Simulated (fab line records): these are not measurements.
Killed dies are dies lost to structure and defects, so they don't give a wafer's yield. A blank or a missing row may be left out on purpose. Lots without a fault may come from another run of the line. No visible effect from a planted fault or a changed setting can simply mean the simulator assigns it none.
A lot that was struck, set against a sound lot / flow n5-finfet / 14 steps out of a route of 1938
Sound: wafers L356.1, L356.2, L356.5. Wafers L348.2, L348.3, L348.4 were the ones struck. The cause is named last.
Order at every step that has rows: each side's tool, ch and its chambers, its first start. Under that, the readings that differ: sound wafers / struck wafers / difference of the means / sigmas: that difference in standard deviations of wafers without a fault.
alike: readings whose means differ by less than 2 such deviations, and words and numbers that are the same on both sides. not compared: withheld readings, readings that some wafer has no value for, bounds like >300 that may hide the same value, and numbers for which the record gives no deviation and whose values overlap.
Wherever a step has rows on one side only, a row that says differs or no value, or a row with sigmas, the two part there. Numbers that have no deviation but don't overlap get no sigmas and don't part them. Lack of a reading on every wafer of one side parts them only where that side has two or more wafers.

N5_BEOL_M4_STRIP_66: strips in CF4.
  sound on rie-diel-04 ch 0,1,3, day 12 16:02; struck on rie-diel-04 ch 0,2,3, day 9 00:07
  alike: drypump-motor-current-A, oes-product-au, rf-vpp-V, showerhead-plenum-p-Torr, throttle-valve-pct
  not compared: rf-hours-counter-h
N5_BEOL_M4_HM_OPEN_17: chemistry Cl2/BCl3, target TiN, target depth 20 nm, overetch 6 nm.
  sound on rie-metal-01 ch 0,1, day 12 16:05; struck on rie-metal-03 ch 0,1, day 9 00:10
  alike: drypump-motor-current-A, oes-product-au, throttle-valve-pct
  not compared: rf-hours-counter-h
N5_BEOL_M4_STRIP_19: strips in O2.
  sound on rie-diel-06 ch 0,1,2, day 12 16:12; struck on rie-diel-06 ch 0,1,2, day 9 00:23
  alike: drypump-motor-current-A, oes-product-au, rf-vpp-V, showerhead-plenum-p-Torr, throttle-valve-pct
  not compared: rf-hours-counter-h
N5_BEOL_M4_CD_MEAS_18: pitch 36 nm, target cd 18 nm.
  struck on cd-sem-01, day 9 00:27; sound on cd-sem-01, day 12 16:16
  alike: cd-nm
then, 8 steps without rows for these wafers: N5_BEOL_M4_COAT_67 (time 60 s, resist thk 60 nm); N5_BEOL_M4_COAT_68 (time 60 s, resist thk 12 nm); N5_BEOL_M4_COAT_76 (time 60 s, resist thk 5 nm); N5_BEOL_M4_COAT_22 (resist thk 30 nm); N5_BEOL_M4_EBR_24; N5_BEOL_M4_SOFTBAKE_23 (time 60 s); N5_BEOL_M4_EXPOSE_25 (exposes mask V3, defocus 5 nm); N5_BEOL_M4_PEB_26 (peb time 60 s).
N5_BEOL_M4_DEVELOP_27: develop time 30 s.
  sound on litho-track-05 ch 0, day 12 16:39; struck on litho-track-01, day 9 00:51
  no value came back on the struck wafers for chill-plate-temp-C (C), develop-time-s (s); on the sound wafers chill-plate-temp-C (C) reads 22.91 23.04 23.05
reading=model.CAR-EUV_of_BEOL_M4_COAT_22.thk-nm (nm); sound=29.6 29.6 29.4; struck=30 30 30; difference=+0; sigmas=
N5_BEOL_M4_CD_MEAS_28: target cd 26.2 nm, target cd y 24.1 nm.
  sound on cd-sem-01 ch 0, day 12 16:43; struck on cd-sem-03 ch 0, day 9 00:55
reading=cd-nm (nm); sound=26.34 26.59 26.13; struck=- - -; difference=no value on the struck wafers; sigmas=

## WHERE THEY PART
At N5_BEOL_M4_DEVELOP_27 first; at N5_BEOL_M4_CD_MEAS_28 last (within this record only).

WHY: whatever the simulator had introduced
Whole step skipped at N5_BEOL_M4_DEVELOP_27 on litho-track-01, starting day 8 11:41. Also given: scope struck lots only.
